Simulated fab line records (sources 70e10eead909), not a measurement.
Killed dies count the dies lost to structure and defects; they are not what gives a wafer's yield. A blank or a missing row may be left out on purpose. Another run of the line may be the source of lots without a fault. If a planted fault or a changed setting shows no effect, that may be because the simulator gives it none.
fab line records	flow nand-harc
[record] lots = 13	wafers = 39	last-day = 34
route steps=1302 shown P_M0@265 END@1302
lots with no fault: from the same line, run without faults
start-h: hours from the record's first day to the start of the lot's first wafer shown	wait-h: hours from the lot's prior step to this one	" repeats the value in the row above	L1.1+2: a row that stands for several wafers	- either no value or no given start	* or withheld: withheld	< > ~ a bound
route shown NAME@n: NAME is a module with steps in the file, n the number in the route of the first one	usual: mean and standard deviation over wafers with no fault	same: alike in all rows	chamber/n: place in a boat	sites: the reading at each site	_std_site: the standard deviation of these	_edge_site: inner sites' mean taken away from outer sites' mean	radius-mm: how far each site lies from the wafer's centre	mask NAME#n: copy n	behind: tool/chamber where the wafer was last shaped	hold: why the lot went on hold/how many hours it stayed there/how the hold came to an end	device: the n, p or np transistor that did not switch	end of line: tests of these same wafers at the route's end	a step with no rows: only its recipe	killed: the dies lost at the first sort to structure and to defects; this is not the yield of the wafer	map: shows each die of a wafer: x if killed, . if not, _ if none is there
set.NAME: the run value of the setting; set.NAME@STEP: its run value at that earlier step	model.NAME: the simulator's own value behind a step, which no gauge read
one table for each step of the route and one row for each wafer, over a sample of lots
services: a tool's chamber out of use, with start hour (start-h, from the record's first day; less than 0 if before it), hours out, and reason
[[steps]]
[step NHARC_P_M0_INSPECT_11]
[usual] raw-defect-count = 4.4/2.6
lot.wafer	tool	chamber	start-h	wait-h	raw-defect-count
L988.4	defect-inspect-02	-	131.03	0.0	4
L988.5	"	-	"	"	4
L988.6	"	-	"	"	2
L989.3	defect-inspect-02	-	141.02	0.0	6
L989.4	"	-	"	"	7
L989.5	"	-	"	"	8
L990.1	defect-inspect-02	-	155.91	0.0	8
L990.3	"	-	"	"	5
L990.5	"	-	"	"	6
L991.3	defect-inspect-01	-	168.11	0.0	8
L991.5	"	-	"	"	4
L991.6	"	-	"	"	4
L993.4	defect-inspect-02	-	189.58	0.0	3
L993.5	"	-	"	"	2
L993.6	"	-	"	"	6
L995.1	defect-inspect-02	-	199.90	0.0	1
L995.3	"	-	"	"	7
L995.5	"	-	"	"	1
L996.3	defect-inspect-01	-	210.66	0.0	4
L996.4	"	-	"	"	5
L996.5	"	-	"	"	3
L999.1	defect-inspect-01	-	240.99	0.0	7
L999.2	"	-	"	"	5
L999.6	"	-	"	"	4
L100.1	defect-inspect-02	-	253.83	0.0	8
L100.2	"	-	"	"	7
L100.4	"	-	"	"	10
L101.2	defect-inspect-01	-	263.99	0.0	8
L101.5	"	-	"	"	5
L101.6	"	-	"	"	4
L102.1	defect-inspect-02	-	266.45	0.0	1
L102.2	"	-	"	"	6
L102.4	"	-	"	"	2
L104.1	defect-inspect-02	-	292.81	0.0	5
L104.2	"	-	"	"	6
L104.4	"	-	"	"	10
L110.3	defect-inspect-02	-	348.08	0.0	3
L110.4	"	-	"	"	4
L110.5	"	-	"	"	3
[step NHARC_P_M0_ETCH_15]
[recipe] target-depth-a = 1500	overetch-a = 150	time-s = 82.5	c4f8-flow-sccm = withheld	ar-flow-sccm = 400	rf-w = 600	bias-w = 300	chemistry = C4F8/Ar
[usual] oes-product-au = 0.960/0.019	rf-vpp-V = 439.9/1.6
lot.wafer	tool	chamber	start-h	wait-h	oes-product-au	rf-hours-counter-h	rf-vpp-V
L988.4	rie-diel-01	3	-	-	0.982	15	440.6
L988.6	"	2	"	"	0.974	-	439.8
L988.5	"	3	"	"	0.988	-	441.6
L989.3	rie-diel-01	2	-	-	0.932	19	439.0
L989.4	"	0	"	"	0.937	16	439.5
L989.5	"	3	"	"	0.966	-	441.0
L990.3	rie-diel-10	0	-	-	0.962	31	439.9
L990.1	"	2	"	"	0.957	23	437.0
L990.5	"	1	"	"	0.939	-	442.1
L991.3	rie-diel-01	3	-	-	0.996	20	441.8
L991.6	"	0	"	"	0.972	-	439.3
L991.5	"	1	"	"	0.964	-	440.2
L993.4	rie-diel-01	2	189.93	0.1	0.963	-	439.6
L993.6	"	2	"	"	0.961	-	438.4
L993.5	"	0	"	"	0.963	-	439.0
L995.3	rie-diel-10	3	-	-	0.933	43	438.8
L995.1	"	0	"	"	0.928	43	439.3
L995.5	"	2	"	"	0.945	-	438.2
L996.3	rie-diel-10	1	-	-	0.928	40	442.2
L996.4	"	3	"	"	0.936	-	438.5
L996.5	"	0	"	"	0.933	-	438.9
L999.2	rie-diel-01	0	-	-	0.957	4	438.8
L999.1	"	2	"	"	0.958	4	438.6
L999.6	"	0	"	"	0.966	-	438.4
L100.1	rie-diel-01	2	-	-	0.966	6	439.2
L100.4	"	3	"	"	0.984	6	441.0
L100.2	"	0	"	"	0.963	7	438.4
L101.2	rie-diel-01	0	-	-	0.964	9	438.5
L101.5	"	0	"	"	0.956	-	439.4
L101.6	"	1	"	"	0.977	-	440.8
L102.2	rie-diel-01	1	-	-	0.981	9	441.6
L102.4	"	2	"	"	0.954	8	438.7
L102.1	"	3	"	"	0.951	8	439.6
L104.4	rie-diel-01	0	-	-	0.936	15	439.1
L104.1	"	1	"	"	0.953	15	441.2
L104.2	"	3	"	"	0.945	15	440.8
L110.3	rie-diel-01	2	-	-	0.977	20	438.9
L110.4	"	1	"	"	0.958	21	441.3
L110.5	"	2	"	"	0.980	-	438.6
[step NHARC_P_M0_PVD_20]
[recipe] target-thk-a = 50	bias-v = 168.6	power-w = 15000	chamber-pressure-pa = 0.12	time-s = 8.06	substrate-temp-c = 50	material = TaN
[usual] throttle-valve-pct = 29.6/1.3
lot.wafer	tool	chamber	start-h	wait-h	throttle-valve-pct
L988.4	pvd-sputter-03	-	132.16	-	28.6
L988.6	"	-	"	"	30.1
L988.5	"	-	"	"	30.1
L989.4	pvd-sputter-02	-	142.71	-	30.0
L989.3	"	-	"	"	26.6
L989.5	"	-	"	"	28.8
L990.1	pvd-sputter-02	-	157.07	-	29.8
L990.3	"	-	"	"	28.9
L990.5	"	-	"	"	28.3
L991.3	pvd-sputter-01	-	169.20	-	30.4
L991.6	"	-	"	"	30.5
L991.5	"	-	"	"	32.6
L993.4	pvd-sputter-03	-	190.80	-	28.7
L993.6	"	-	"	"	28.4
L993.5	"	-	"	"	31.1
L995.1	pvd-sputter-02	-	201.33	-	29.2
L995.3	"	-	"	"	29.5
L995.5	"	-	"	"	28.6
L996.4	pvd-sputter-01	-	211.86	-	30.8
L996.3	"	-	"	"	32.3
L996.5	"	-	"	"	32.2
L999.2	pvd-sputter-03	-	242.14	-	29.2
L999.1	"	-	"	"	28.5
L999.6	"	-	"	"	31.1
L100.1	pvd-sputter-02	-	254.93	-	28.1
L100.4	"	-	"	"	26.6
L100.2	"	-	"	"	29.1
L101.2	pvd-sputter-02	-	265.13	-	28.6
L101.6	"	-	"	"	29.8
L101.5	"	-	"	"	26.6
L102.2	pvd-sputter-01	-	267.56	-	30.6
L102.4	"	-	"	"	29.8
L102.1	"	-	"	"	30.6
L102.2	pvd-sputter-01	-	267.82	-	30.3
L102.4	"	-	"	"	29.9
L102.1	"	-	"	"	30.6
L104.2	pvd-sputter-02	-	293.92	-	28.9
L104.4	"	-	"	"	29.6
L104.1	"	-	"	"	27.3
L104.2	pvd-sputter-02	-	294.19	-	29.0
L104.4	"	-	"	"	29.6
L104.1	"	-	"	"	28.0
L110.4	pvd-sputter-01	-	349.25	-	30.4
L110.3	"	-	"	"	30.1
L110.5	"	-	"	"	31.0
L110.4	pvd-sputter-01	-	349.52	-	30.4
L110.3	"	-	"	"	30.0
L110.5	"	-	"	"	30.8
[step NHARC_P_M0_THK_MEAS_24]
[recipe] thk-meas-gauge = xrf
[usual] thk-nm = 117.6/1.5
lot.wafer	tool	chamber	start-h	wait-h	thk-nm
L988.4	film-metro-02	-	133.42	-	116.3
L988.5	"	-	"	"	115.9
L988.6	"	-	"	"	116.8
L989.3	film-metro-01	-	144.10	-	115.0
L989.4	"	-	"	"	116.0
L989.5	"	-	"	"	114.8
L990.1	film-metro-02	-	158.36	-	115.0
L990.3	"	-	"	"	114.3
L990.5	"	-	"	"	116.1
L991.3	film-metro-02	-	170.51	-	118.3
L991.5	"	-	"	"	119.0
L991.6	"	-	"	"	120.1
L993.4	film-metro-02	-	192.08	-	118.6
L993.5	"	-	"	"	118.8
L993.6	"	-	"	"	117.7
L995.1	film-metro-02	-	202.61	-	117.2
L995.3	"	-	"	"	116.1
L995.5	"	-	"	"	119.0
L996.3	film-metro-01	-	213.18	-	119.3
L996.4	"	-	"	"	117.4
L996.5	"	-	"	"	117.4
L999.1	film-metro-01	-	243.42	-	117.8
L999.2	"	-	"	"	116.6
L999.6	"	-	"	"	118.5
L100.1	film-metro-02	-	256.21	-	117.2
L100.2	"	-	"	"	115.1
L100.4	"	-	"	"	118.5
L101.2	film-metro-01	-	266.37	-	114.5
L101.5	"	-	"	"	118.2
L101.6	"	-	"	"	116.4
L102.1	film-metro-02	-	269.11	-	119.6
L102.2	"	-	"	"	117.3
L102.4	"	-	"	"	120.9
L104.1	film-metro-01	-	295.49	-	118.7
L104.2	"	-	"	"	117.9
L104.4	"	-	"	"	120.0
L110.3	film-metro-02	-	350.80	-	117.6
L110.4	"	-	"	"	117.7
L110.5	"	-	"	"	117.0
[step NHARC_END_SORT_01]
[recipe] temp-c = 25
[usual] defect-limited-yield = 91.0/2.6	killed-at-array = 57/17	killed-at-other = 0.5/0.82	killed-at-periphery = 4.0/2.8	killed-dies = 61/18	killed-open = 2.9/2	killed-short = 2.3/1.7
[same] gross-dies = 677
lot.wafer	tool	chamber	start-h	wait-h	defect-limited-yield[%]	killed-at-array	killed-at-other	killed-at-periphery	killed-dies	killed-open	killed-short
L996.3	prober-01	0	659.55	3.1	93.5	39	1	4	44	4	1
L996.4	prober-01	0	660.35	3.4	90.0	62	0	6	68	2	3
L996.5	prober-01	0	661.14	3.7	91.6	55	0	2	57	2	2
// killed by level:class
L996.3 A_CHANNEL_HOLE_D1:chamber-film-flake=14 A_CHANNEL_HOLE_D2:chamber-film-flake=13 A_SLIT:chamber-film-flake=3 P_BONDPAD:chamber-film-flake=2 A_DECK1_JOINT:chamber-film-flake=2 A_CONTACT:chamber-film-flake=2 P_CONTACT:geometric-particle:open=1 A_ONON_D1:geometric-particle:open=1
L996.4 A_CHANNEL_HOLE_D1:chamber-film-flake=34 A_CHANNEL_HOLE_D2:chamber-film-flake=15 A_CHANNEL_FILL_D2:chamber-film-flake=3 A_CONTACT:chamber-film-flake=3 A_WL_FILL:geometric-particle:short=2 P_GATE:chamber-film-flake=2 A_DECK1_JOINT:chamber-film-flake=2 P_STI:geometric-particle:open=1
L996.5 A_CHANNEL_HOLE_D1:chamber-film-flake=21 A_CHANNEL_HOLE_D2:chamber-film-flake=21 A_CONTACT:chamber-film-flake=5 A_DECK1_JOINT:chamber-film-flake=3 P_M1:geometric-particle:short=1 A_ONON_D1:geometric-particle:open=1 A_ONON_D2:geometric-particle:open=1 A_ONON_D2:geometric-particle:short=1
[[services]]
tool	chamber	start-h	hours	kind
rie-diel-01	0	110.27	-	clean
rie-diel-01	1	110.27	-	clean
rie-diel-01	2	110.27	-	clean
rie-diel-01	3	110.27	-	clean
rie-diel-01	0	134.77	-	clean
pvd-sputter-03	-	170.06	10.0	pm
rie-diel-01	3	178.74	36.9	repair
rie-diel-01	1	184.12	7.8	repair
rie-diel-10	1	199.14	7.6	repair
pvd-sputter-03	-	199.81	7.9	repair
rie-diel-01	-	204.77	9.0	pm
rie-diel-10	2	207.17	8.8	repair
rie-diel-10	0	214.78	1.6	repair
pvd-sputter-01	-	226.00	10.0	pm
rie-diel-10	-	228.26	0.7	repair
rie-diel-10	-	243.02	9.0	pm
rie-diel-01	0	267.18	2.6	repair
pvd-sputter-02	-	282.00	10.0	pm
rie-diel-01	2	283.47	3.7	repair
pvd-sputter-03	-	285.83	1.8	repair
pvd-sputter-01	-	286.64	3.5	repair
rie-diel-01	-	324.34	0.3	repair
rie-diel-10	2	339.80	16.6	repair
pvd-sputter-03	-	348.06	10.0	pm
[[key]]
[first-sign] step = NHARC_P_M0_PVD_20	reading = visit	direction = added
effect none on later readings
met-at NHARC_P_M0_PVD_20
struck-lots L102,L104,L110
not-acting-at NHARC_P_M0_INSPECT_11,NHARC_P_M0_ETCH_15,NHARC_P_M0_THK_MEAS_24
[fault] kind = repeated-step-whole	tool = pvd-sputter-01,pvd-sputter-02,pvd-sputter-03	chamber = -	onset-h = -	steps = NHARC_P_M0_PVD_20	times = 1	scope = struck-lots-only
